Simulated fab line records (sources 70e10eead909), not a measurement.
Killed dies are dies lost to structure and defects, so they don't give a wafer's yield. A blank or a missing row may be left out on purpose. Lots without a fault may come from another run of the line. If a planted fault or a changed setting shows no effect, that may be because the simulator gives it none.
fab line records	flow nand-harc
record lots=5	wafers=15	last-day=34
route steps=1302 shown A_DECK1_JOINT@537 A_ONON_D2@545 END@1302
lots with no fault: from the same line, run without faults
start-h: hours from the record's opening day to when the first of the lot's shown wafers began	wait-h: hours from the lot's prior step to this one	" as in the row above	L1.1+2: several wafers, shown together as one row	- no value, or no start was given	* or withheld: withheld	< > ~ a bound
route shown NAME@n: NAME is a module with steps in the file, n the number in the route of the first one	usual: mean and standard deviation over wafers with no fault	same: alike in all rows	chamber/n: place in a boat	sites: readings site by site	_std_site: how widely they spread, as a standard deviation	_edge_site: the outer-site mean with the inner-site mean subtracted	radius-mm: how far each site lies from the wafer's centre	mask NAME#n: copy n	behind: the tool/chamber that last shaped the wafer	hold: the reason the lot was held/the length of the hold in hours/how it ended	device: whichever transistor did not switch (one of n, p or np)	end of line: the tests these same wafers got at the end of their route	step lacking rows: just its recipe	killed: at the first sort, the dies lost to defects and structure; wafer yield is something else	map: shows each die of a wafer: x if killed, . if not, _ if none is there
set.NAME: the setting as run; set.NAME@STEP: as run at that earlier step	model.NAME: the simulator's own value behind a step, which no gauge read
certain route steps with their lots: each step a table, each wafer a row
services: a tool's chamber out of use, with start hour (start-h, from the record's first day; less than 0 if before it), hours out, and reason
## steps
# step NHARC_A_DECK1_JOINT_ANNEAL_28
# recipe temp-c=500	time-s=1800	idle-temp-c=400	ramp-up-c-per-min=10	densification-p-h2o-torr=640
# step NHARC_A_DECK1_JOINT_ANNEAL_29
# recipe temp-c=750	time-s=1800	idle-temp-c=500	ramp-up-c-per-min=10	ramp-down-c-per-min=3
# step NHARC_A_DECK1_JOINT_CMP_02
# recipe material=SiOx
# usual motor-current-A=11.5/1.2
lot.wafer	tool	chamber	start-h	wait-h	motor-current-A
L845.4	cmp-04	3	288.41	0.4	10.4
L845.6	"	2	"	"	12.6
L845.5	"	3	"	"	9.9
L849.1	cmp-04	3	348.39	0.4	10.4
L849.2	"	0	"	"	8.9
L849.4	"	2	"	"	12.7
L860.4	cmp-02	1	437.84	0.4	11.2
L860.2	"	2	"	"	12.1
L860.3	"	0	"	"	12.9
L863.2	cmp-02	3	475.30	0.4	11.4
L863.6	"	3	"	"	11.4
L863.5	"	0	"	"	12.4
L866.4	cmp-02	1	507.74	0.4	11.1
L866.3	"	0	"	"	12.6
L866.6	"	2	"	"	12.2
# step NHARC_A_DECK1_JOINT_SRD_15
# step NHARC_A_DECK1_JOINT_DEP_16
# recipe target-thk-a=450	temp-c=400	pressure-torr=6.5	rf-w=900	teos-flow-sccm=161.4	flow-sccm=2650	target-thk-nm=45	gas=O2	material=SiO2
# usual heater-power-outer-w=250/46	heater-power-w=496/62	throttle-valve-pct=15.9/0.59
lot.wafer	tool	chamber	start-h	wait-h	heater-power-outer-w	heater-power-w	throttle-valve-pct
L845.5	pecvd-02	1	288.86	0.2	354	596	15.2
L845.4	"	2	"	"	296	552	15.8
L845.6	"	0	"	"	227	430	14.8
L849.2	pecvd-02	0	348.81	0.1	268	513	15.1
L849.1	"	1	"	"	341	575	15.5
L849.4	"	0	"	"	279	499	15.0
L860.3	pecvd-04	0	438.26	0.1	247	492	16.9
L860.2	"	1	"	"	215	474	16.3
L860.4	"	1	"	"	217	456	16.4
L863.2	pecvd-02	2	475.69	0.1	270	536	15.5
L863.6	"	2	"	"	279	538	15.5
L863.5	"	1	"	"	354	602	15.7
L866.3	pecvd-03	1	508.15	0.1	221	494	16.7
L866.6	"	1	"	"	220	472	16.4
L866.4	"	2	"	"	219	440	15.8
# step NHARC_A_DECK1_JOINT_THK_MEAS_17
# recipe thk-meas-gauge=ellipsometry
# usual thk-nm=44.8/1.2
lot.wafer	tool	chamber	start-h	wait-h	thk-nm
L845.4	film-metro-02	-	289.06	0.1	45.8
L845.5	"	-	"	"	45.0
L845.6	"	-	"	"	45.7
L849.1	film-metro-02	-	349.06	0.2	46.2
L849.2	"	-	"	"	44.4
L849.4	"	-	"	"	42.4
L860.2	film-metro-01	-	438.52	0.2	45.5
L860.3	"	-	"	"	44.9
L860.4	"	-	"	"	45.4
L863.2	film-metro-01	-	475.97	0.3	43.8
L863.5	"	-	"	"	45.0
L863.6	"	-	"	"	44.8
L866.3	film-metro-02	-	508.41	0.2	44.9
L866.4	"	-	"	"	44.2
L866.6	"	-	"	"	44.6
# step NHARC_A_DECK1_JOINT_INSPECT_05
# usual raw-defect-count=354/140
lot.wafer	tool	chamber	start-h	wait-h	raw-defect-count
L845.4	defect-inspect-01	-	289.09	0.0	461
L845.5	"	-	"	"	218
L845.6	"	-	"	"	413
L849.1	defect-inspect-01	-	349.09	0.0	345
L849.2	"	-	"	"	156
L849.4	"	-	"	"	261
L860.2	defect-inspect-02	-	438.55	0.0	889
L860.3	"	-	"	"	332
L860.4	"	-	"	"	617
L863.2	defect-inspect-02	-	476.00	0.0	309
L863.5	"	-	"	"	280
L863.6	"	-	"	"	568
L866.3	defect-inspect-02	-	508.44	0.0	368
L866.4	"	-	"	"	359
L866.6	"	-	"	"	353
# step NHARC_A_ONON_D2_DEP_00
# recipe target-thk-a=10000	n2-flow-sccm=2750	n2o-flow-sccm=2000	nh3-flow-sccm=500	sih4-flow-sccm=210	temp-c=400
# step NHARC_A_ONON_D2_THK_MEAS_02
# recipe thk-meas-gauge=ellipsometry
# usual thk-nm=999/11
lot.wafer	tool	chamber	start-h	wait-h	thk-nm
L845.4	film-metro-02	-	289.67	-	1009
L845.5	"	-	"	"	1007
L845.6	"	-	"	"	1009
L849.1	film-metro-01	-	349.68	-	1006
L849.2	"	-	"	"	1005
L849.4	"	-	"	"	1004
L860.2	film-metro-01	-	439.12	-	997
L860.3	"	-	"	"	996
L860.4	"	-	"	"	997
L863.2	film-metro-02	-	476.58	-	998
L863.5	"	-	"	"	999
L863.6	"	-	"	"	999
L866.3	film-metro-02	-	509.02	-	1007
L866.4	"	-	"	"	1009
L866.6	"	-	"	"	1007
# step NHARC_A_ONON_D2_DEP_03
# recipe target-thk-a=10000	n2-flow-sccm=2750	n2o-flow-sccm=2000	nh3-flow-sccm=500	sih4-flow-sccm=210	temp-c=400
# step NHARC_A_ONON_D2_THK_MEAS_05
# recipe thk-meas-gauge=ellipsometry
# usual thk-nm=998/11
lot.wafer	tool	chamber	start-h	wait-h	thk-nm
L845.4	film-metro-01	-	290.24	-	1000
L845.5	"	-	"	"	999
L845.6	"	-	"	"	1000
L849.1	film-metro-02	-	350.24	-	994
L849.2	"	-	"	"	994
L849.4	"	-	"	"	995
L860.2	film-metro-01	-	439.69	-	996
L860.3	"	-	"	"	996
L860.4	"	-	"	"	996
L863.2	film-metro-01	-	477.14	-	997
L863.5	"	-	"	"	998
L863.6	"	-	"	"	999
L866.3	film-metro-01	-	509.59	-	1003
L866.4	"	-	"	"	1004
L866.6	"	-	"	"	1001
# step NHARC_A_ONON_D2_DEP_06
# recipe target-thk-a=10000	n2-flow-sccm=2750	n2o-flow-sccm=2000	nh3-flow-sccm=500	sih4-flow-sccm=210	temp-c=400
lot.wafer	tool	chamber	start-h	wait-h
L845.4+5+6	pecvd-onon-01	0	290.47	0.2
L849.1+2+4	pecvd-onon-03	0	350.30	0.1
L860.2+3+4	pecvd-onon-03	0	439.80	0.1
L863.2+5+6	pecvd-onon-03	0	477.25	0.1
L866.3+4+6	pecvd-onon-01	0	509.76	0.2
# step NHARC_A_ONON_D2_THK_MEAS_08
# recipe thk-meas-gauge=ellipsometry
# usual thk-nm=999/8.6
lot.wafer	tool	chamber	start-h	wait-h	thk-nm
L845.4	film-metro-02	-	290.81	-	992
L845.5	"	-	"	"	990
L845.6	"	-	"	"	990
L849.1	film-metro-02	-	350.81	-	589
L849.2	"	-	"	"	1005
L849.4	"	-	"	"	588
L860.2	film-metro-01	-	440.27	-	996
L860.3	"	-	"	"	996
L860.4	"	-	"	"	997
L863.2	film-metro-01	-	477.71	-	982
L863.5	"	-	"	"	984
L863.6	"	-	"	"	982
L866.3	film-metro-02	-	510.15	-	997
L866.4	"	-	"	"	998
L866.6	"	-	"	"	997
# step NHARC_A_ONON_D2_DEP_09
# recipe target-thk-a=10000	n2-flow-sccm=2750	n2o-flow-sccm=2000	nh3-flow-sccm=500	sih4-flow-sccm=210	temp-c=400
# step NHARC_END_SORT_01
# recipe temp-c=25
# usual killed-at-array=55/17	killed-at-other=1.1/1.6	killed-at-periphery=3.8/2.5	killed-dies=60/18	killed-open=3.3/1.9	killed-short=2.5/1.7
# same gross-dies=677
lot.wafer	tool	chamber	start-h	wait-h	killed-at-array	killed-at-other	killed-at-periphery	killed-dies	killed-open	killed-short
L849.1	prober-01	0	632.22	2.5	676	0	1	677	2	9
L849.4	prober-01	0	634.60	3.4	676	0	1	677	3	4
# killed by level:class
L849.1 A_ONON_D2:area-dep=605 A_CHANNEL_HOLE_D2:chamber-film-flake=33 A_SLIT:chamber-film-flake=18 A_CHANNEL_HOLE_D1:chamber-film-flake=5 A_WL_FILL:geometric-particle:short=3 A_DECK1_JOINT:geometric-particle:short=2 A_ONON_D2:geometric-particle:short=2 A_STAIRCASE:chamber-film-flake=2
L849.4 A_ONON_D2:area-dep=621 A_CHANNEL_HOLE_D2:chamber-film-flake=23 A_SLIT:chamber-film-flake=17 A_CHANNEL_HOLE_D1:chamber-film-flake=2 A_M1:chamber-film-flake=2 A_CHANNEL_HOLE_D1:geometric-particle:open=1 A_CHANNEL_FILL_D1:geometric-particle:open=1 A_DECK1_JOINT:geometric-particle:open=1
# map L849.1 (x killed, . not)
____________x____________
_________xxxxxxx_________
_______xxxxxxxxxxx_______
______xxxxxxxxxxxxx______
_____xxxxxxxxxxxxxxx_____
____xxxxxxxxxxxxxxxxx____
____xxxxxxxxxxxxxxxxx____
___xxxxxxxxxxxxxxxxxxx___
___xxxxxxxxxxxxxxxxxxx___
__xxxxxxxxxxxxxxxxxxxxx__
__xxxxxxxxxxxxxxxxxxxxx__
_xxxxxxxxxxxxxxxxxxxxxxx_
_xxxxxxxxxxxxxxxxxxxxxxx_
_xxxxxxxxxxxxxxxxxxxxxxx_
_xxxxxxxxxxxxxxxxxxxxxxx_
_xxxxxxxxxxxxxxxxxxxxxxx_
xxxxxxxxxxxxxxxxxxxxxxxxx
xxxxxxxxxxxxxxxxxxxxxxxxx
xxxxxxxxxxxxxxxxxxxxxxxxx
xxxxxxxxxxxxxxxxxxxxxxxxx
xxxxxxxxxxxxxxxxxxxxxxxxx
_xxxxxxxxxxxxxxxxxxxxxxx_
_xxxxxxxxxxxxxxxxxxxxxxx_
_xxxxxxxxxxxxxxxxxxxxxxx_
_xxxxxxxxxxxxxxxxxxxxxxx_
_xxxxxxxxxxxxxxxxxxxxxxx_
__xxxxxxxxxxxxxxxxxxxxx__
__xxxxxxxxxxxxxxxxxxxxx__
___xxxxxxxxxxxxxxxxxxx___
___xxxxxxxxxxxxxxxxxxx___
____xxxxxxxxxxxxxxxxx____
____xxxxxxxxxxxxxxxxx____
_____xxxxxxxxxxxxxxx_____
______xxxxxxxxxxxxx______
_______xxxxxxxxxxx_______
_________xxxxxxx_________
____________x____________
# map L860.4 (x killed, . not)
____________.____________
_________......._________
_______..........._______
______.............______
_____..............x_____
____.................____
____..............x..____
___...............x...___
___.............x...x.___
__........x............__
__................x....__
_x......................_
_................x......_
_......................._
_.................x....._
_......................._
.............x...........
............x.x.....x....
.........................
.................x.......
..x.....x....x...........
_.x.x..x....x..........._
_....x.xx.....x..xxx.x.._
_.x.x.x.xx....x.xx......_
_...xxxx.......xxxxx...x_
_.xxxxxxx......x.xxx...._
__.xxxxx........xxxx...__
__xxxxx.........xxxx...__
___x.xxx........xxx...___
___x.xx........x.xx.x.___
____.................____
____........x....x...____
_____..............._____
______x..........x.______
_______..........._______
_________.x....._________
____________.____________
## services
tool	chamber	start-h	hours	kind
pecvd-04	-	269.00	13.0	pm
pecvd-onon-01	-	269.28	13.0	pm
cmp-04	-	307.06	4.0	pm
pecvd-onon-01	-	308.26	2.0	repair
pecvd-04	-	329.58	2.1	repair
cmp-02	-	330.72	4.0	pm
pecvd-03	1	344.40	6.2	repair
pecvd-03	-	366.31	13.0	pm
pecvd-02	-	375.16	0.9	repair
cmp-02	-	379.76	0.4	repair
pecvd-onon-01	-	393.07	3.6	repair
pecvd-04	-	399.40	1.0	repair
pecvd-03	-	402.64	0.9	repair
cmp-04	-	405.06	4.0	pm
pecvd-onon-03	-	408.00	13.0	pm
pecvd-02	-	408.03	13.0	pm
cmp-02	-	414.64	2.3	repair
cmp-02	-	428.72	4.0	pm
pecvd-02	-	435.28	1.9	repair
pecvd-onon-01	-	450.28	13.0	pm
cmp-04	-	460.96	1.6	repair
cmp-04	-	465.28	4.3	repair
cmp-04	-	478.79	4.5	repair
cmp-04	-	503.06	4.0	pm
## key
first-sign step=NHARC_A_ONON_D2_THK_MEAS_08	reading=thk-nm	direction=down	sigmas=48	usual=999	struck=589
effect step=NHARC_END_SORT_01	reading=killed-at-array	direction=up	sigmas=36	usual=55	struck=676
more-kills-born-at NHARC_A_ONON_D2_DEP_06@pecvd-onon-03=1226
met-at NHARC_A_ONON_D2_DEP_06
struck-wafers L849.1,L849.4
later-rows-left-out L849.1,L849.4
tester-left-out L849
fault kind=process-parameter-drift	tool=pecvd-onon-03	chamber=-	onset-h=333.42	steps=NHARC_A_ONON_D2_DEP_06	channel=target-thk-a	offset=*	shape=step	end-h=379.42	scope=struck-wafers-only	acts-in=*	stated=*
# tester-left-out: of these lots the tester's yield and bins aren't shown, on N5 and GAA mostly nor the transistor test; their killed dies are dies lost to structure and defects alone, not to doping, threshold or leakage, so they don't give the yield
# later-rows-left-out: the simulator's readings of these wafers behind a module that went badly wrong aren't trusted and aren't shown, but for the sort
